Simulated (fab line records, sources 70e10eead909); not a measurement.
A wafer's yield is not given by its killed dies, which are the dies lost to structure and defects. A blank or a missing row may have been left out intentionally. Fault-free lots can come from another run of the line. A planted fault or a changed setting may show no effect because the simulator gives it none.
One fault through the eyes of 2 desks + flow nandHarc + each desk holds nothing but its own numbers, with what lay behind them at the end

THE METROLOGY DESK
What the gauges read, lot by lot, whatever tool the lot ran on: means of the sampled wafers that have a number. The brackets show how far a lot's mean lies from the usual mean; more than 4 standard deviations puts the lot out of limits, marked OUT.
Columns: A = thkNm at NHARC_A_ONON_D1_THK_MEAS_02, usual 1003 nm; B = thkNm at NHARC_A_ONON_D1_THK_MEAS_30, usual 1001 nm
| lot  | first seen here | A    | B              |
|------|-----------------|------|----------------|
| L698 | day 7 23:38     | 1005 | 1009           |
| L699 | day 7 23:38     | 1023 | 1006           |
| L700 | day 8 19:06     | 991  | 1006           |
| L701 | day 8 19:06     | 991  | 1013           |
| L704 | day 10 04:01    | 1002 | 1542 (+62) OUT |
| L705 | day 10 13:46    | 987  | 1282 (+32) OUT |
| L713 | day 13 18:25    | 984  | 988            |
| L714 | day 14 06:19    | 996  | 1002           |
| L715 | day 14 17:33    | 1023 | 1002           |
| L716 | day 15 04:34    | 990  | 1009           |
| L717 | day 15 13:48    | 1016 | 1002           |
| L718 | day 16 16:12    | 1006 | 999            |
| L719 | day 16 21:03    | 991  | 1014           |
| L721 | day 17 18:06    | 1008 | 1001           |
This desk finds L704, L705 out of limits, L704 being first, at day 10 16:13 (thkNm at NHARC_A_ONON_D1_THK_MEAS_30). Within limits: L698, L699, L700, L701, L713, L714, L715, L716, L717, L718, L719, L721.

DESK OF THE TOOL OWNER: pecvdOnon-01
The tool's own readings at NHARC_A_ONON_D1_DEP_28 (target thk 1000 nm): means of the sampled wafers that have a number, for each lot that ran on this tool. The brackets show how far a lot's mean lies from the usual mean; more than 4 standard deviations puts the lot out of limits, marked OUT.
Columns: A = n2FlowSccm at NHARC_A_ONON_D1_DEP_28, usual 2750 sccm; B = susceptorTempC at NHARC_A_ONON_D1_DEP_28, usual 399.99 C
| lot  | first seen here | A    | B      |
|------|-----------------|------|--------|
| L698 | day 8 11:29     | 2751 | 399.59 |
| L701 | day 9 07:06     | 2744 | 400.08 |
| L704 | day 10 15:41    | 2750 | 399.69 |
| L705 | day 11 02:35    | 2754 | 399.98 |
| L715 | day 15 05:28    | 2750 | 400.03 |
| L718 | day 17 04:37    | 2754 | 399.91 |
Finding of this desk: none of the 6 lots has anything out of limits.

TAKEN TOGETHER
An alarm was possible from the metrology desk at day 10 16:13, on L704, L705.
Nothing out of limits was seen by the tool owner's desk.
Tool owner's desk: L704, L705 on record, inside its limits.
On pecvdOnon-01, each named lot ran NHARC_A_ONON_D1_DEP_28.

WHAT THE SIMULATOR PUT IN
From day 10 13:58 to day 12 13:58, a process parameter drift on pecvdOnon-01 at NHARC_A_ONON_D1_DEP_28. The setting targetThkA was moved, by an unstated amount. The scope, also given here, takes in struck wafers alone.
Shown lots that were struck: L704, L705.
Hours from the fault's start to each desk's first reading out of limits: the metrology desk, 2.
